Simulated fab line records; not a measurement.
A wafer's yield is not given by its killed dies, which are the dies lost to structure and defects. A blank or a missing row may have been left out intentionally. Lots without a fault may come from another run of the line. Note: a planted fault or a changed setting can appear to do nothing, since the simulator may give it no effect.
Chamber matching	flow n5Finfet	4 sister chambers for N5_BEOL_M1_ETCH_64 on rieDiel-03
The step etches SOC in N2/H2, target depth 75 nm, overetch 15 nm, time 112.5 s. 4 wafers are shown with their chamber, then 8 later ones without.

## WAFERS, EACH WITH ITS CHAMBER
wafer	chamber	drypumpMotorCurrentA (A)
L076.1	3	6.3
L087.3	1	6.1
L087.6	2	6.2
L089.1	0	4.9

## WAFERS WITH NO CHAMBER GIVEN
wafer	drypumpMotorCurrentA (A)
L089.4	6.3
L089.6	6.0
L091.1	6.1
L091.2	6.3
L091.3	4.9
L091.4	4.9
L091.5	6.0
L091.6	6.3

## THE CHAMBER EACH PASSED THROUGH
wafer	from the rows above	in truth
L089.4	3	3
L089.6	1	1
L091.1	1	1
L091.2	3	3
L091.3	0	0
L091.4	0	0
L091.5	1	1
L091.6	3	3
Correct placement for 8 of the 8. Can't be placed from these rows: 0. Placed wrongly: 0.
How it was worked out, from the rows above alone: a wafer's distance from a chamber is the root of the sum, over the readings, of the square of ((its reading less the chamber's mean) divided by the reading's scatter). The wafer belongs to the nearest chamber; if the next one is less than 2 further off, it can't be placed. For every chamber, the mean is computed from those of its wafers that are shown. The scatter (one wafer shown for each chamber): square how far every hidden wafer sits from the nearest shown wafer, average those squares and take the square root.
